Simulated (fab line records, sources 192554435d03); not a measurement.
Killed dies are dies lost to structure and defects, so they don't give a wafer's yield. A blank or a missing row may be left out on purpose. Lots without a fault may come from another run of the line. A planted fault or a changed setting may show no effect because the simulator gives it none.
A struck lot beside a sound one | flow n5_finfet | 37 steps out of a route of 1938
Sound: wafers L963.1, L963.3, L963.4. Struck: wafers L953.2, L953.4, L953.6. The cause comes at the end.
At each step with rows: each side's tool, then ch and its chambers, then its first start. Under that, the readings that differ: sound wafers | struck wafers | difference of the means | sigmas: that difference in standard deviations of wafers without a fault.
alike: readings whose means differ by less than 2 such deviations, and words and numbers that are the same on both sides. not compared: withheld readings, readings that some wafer has no value for, bounds like >300 that may hide the same value, and numbers for which the record gives no deviation and whose values overlap.
The two part at a step that has a row with sigmas, a row that says differs or no value, or rows on one side only. Numbers that don't overlap but have no deviation are shown without sigmas and don't part them. A reading that every wafer of one side lacks parts them only if that side has two wafers or more.

first, 9 steps without rows for these wafers: N5_HKMG_FIN_EBR_45; N5_HKMG_FIN_SOFTBAKE_44 (time 60 s); N5_HKMG_FIN_EXPOSE_46 (exposes mask NDIPOLE); N5_HKMG_FIN_PEB_47 (peb time 60 s); N5_HKMG_FIN_DEVELOP_48 (develop time 30 s); N5_HKMG_FIN_DESCUM_53 (chemistry O2, time 7.9 s); N5_HKMG_FIN_ETCH_54 (etches SiARC in CF4, target depth 45.5 nm, time 75.8 s); N5_HKMG_FIN_ETCH_55 (etches SOC in N2/H2, target depth 240 nm, time 300 s); N5_HKMG_FIN_STRIP_56 (strips in N2/H2).
N5_HKMG_FIN_STRIP_57: strips in CF4.
  sound on rie_diel-01 ch 1,2,3, day 7 23:09; struck on rie_diel-05 ch 0,2, day 5 10:37
  no value came back on the struck wafers for any of 8 readings (bias_power_w (W), cf4_flow_sccm (sccm) and others); on the sound wafers bias_power_w (W) reads 74.74 75.20 74.92
  reading                                     | sound | struck       | difference | sigmas
  model.SiARC_of_HKMG_FIN_COAT_42.thk_nm (nm) | 0 0 0 | 21.6 21 21.4 | +21.3      |
  not compared: rf_fwd_power_W
then, 3 steps without rows for these wafers: N5_HKMG_FIN_ETCH_58 (etches SOC in N2/H2, target depth 215.8 nm, time 741 s); N5_HKMG_FIN_STRIP_93 (strips SOC in N2/H2, time 20 s); N5_HKMG_FIN_WET_ETCH_76 (etches Al2O3 in dNH4OH, stops on La2O3, target depth 2.25 nm, rinse time 30 s).
N5_HKMG_FIN_STRIP_60: strips in N2/H2, time 360 s.
  sound on plasma_asher-01 ch 0,1, day 7 23:45; struck on plasma_asher-01 ch 0,1, day 5 11:14
  reading                                   | sound | struck         | difference | sigmas
  model.SOC_of_HKMG_FIN_COAT_41.thk_nm (nm) | 0 0 0 | 79.6 71.6 81.6 | +77.6      |
  alike: drypump_motor_current_A, h2_flow_sccm, heater_power_w
  not compared: rf_hours_counter_h
then, 19 steps without rows for these wafers: N5_HKMG_FIN_WET_ETCH_77 (etches La2O3 in dHCl, stops on HfO2, target depth 2 nm); N5_HKMG_FIN_WET_ETCH_78 (etches Al2O3 in dNH4OH, stops on La2O3, target depth 4.5 nm, rinse time 30 s); N5_HKMG_FIN_ALD_79 (deposits TiN, target thk 1.5 nm, pulse time 1 s, purge time 3 s); N5_HKMG_FIN_CVD_62 (deposits a-Si from Si2H6, target thk 3 nm, time 20.8 s); N5_HKMG_FIN_RTA_80 (time 2 s); N5_HKMG_FIN_PRECLEAN_64 (cleans in dHF, time 30 s); N5_HKMG_FIN_WET_ETCH_65 (etches a-Si in TMAH, stops on TiN, time 49 s, target depth 3 nm); N5_HKMG_FIN_WET_ETCH_81 (etches TiN in SC1, stops on HfO2, time 57 s, target depth 6 nm); N5_HKMG_FIN_WET_ETCH_82 (etches La2O3 in dHCl, stops on HfO2, target depth 2 nm, rinse time 30 s); N5_HKMG_FIN_ALD_36 (deposits TiN, target thk 1 nm, pulse time 1 s, purge time 3 s); N5_HKMG_FIN_PWFM_ALD_03 (deposits TiN, target thk 2 nm, pulse time 1 s, purge time 3 s); N5_HKMG_FIN_COAT_29 (time 60 s, resist thk 300 nm); N5_HKMG_FIN_COAT_30 (time 60 s, resist thk 35 nm); N5_HKMG_FIN_COAT_06 (resist thk 90 nm); N5_HKMG_FIN_EBR_08; N5_HKMG_FIN_SOFTBAKE_07 (time 60 s); N5_HKMG_FIN_EXPOSE_09 (exposes mask NWFM); N5_HKMG_FIN_PEB_10 (peb time 60 s); N5_HKMG_FIN_DEVELOP_11 (develop time 30 s).
N5_HKMG_FIN_INSPECT_14: inspects for defects (macro).
  sound on defect_inspect-02, day 8 02:15; struck on defect_inspect-02, day 5 13:34
  reading          | sound | struck   | difference | sigmas
  raw_defect_count | 1 3 4 | 13 14 24 | +14        | +11
then, 1 step without rows for these wafers: N5_HKMG_FIN_DESCUM_17 (chemistry O2, time 7.9 s).
N5_BEOL_M4_RC_MEAS_101:
  the record has rows for the sound wafers here (prober-02 ch 0, day 11 20:48) and none for the struck ones
-- the record jumps here: 8 days lie between the struck wafers' starts before and after (it left off in module BEOL_M4 and takes up again in module PASSIVATION, whose first step shown is number 1936 of the route) --
N5_PASSIVATION_PROBE_49:
  the record has rows for the struck wafers here (prober-01, day 13 03:22) and none for the sound ones

WHERE THEY PART
First at N5_HKMG_FIN_STRIP_57; last, within this record, at N5_PASSIVATION_PROBE_49.

WHY: what the simulator had put in
Skipped step whole: rie_diel-05, from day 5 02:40 on, at N5_HKMG_FIN_STRIP_57. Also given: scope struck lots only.
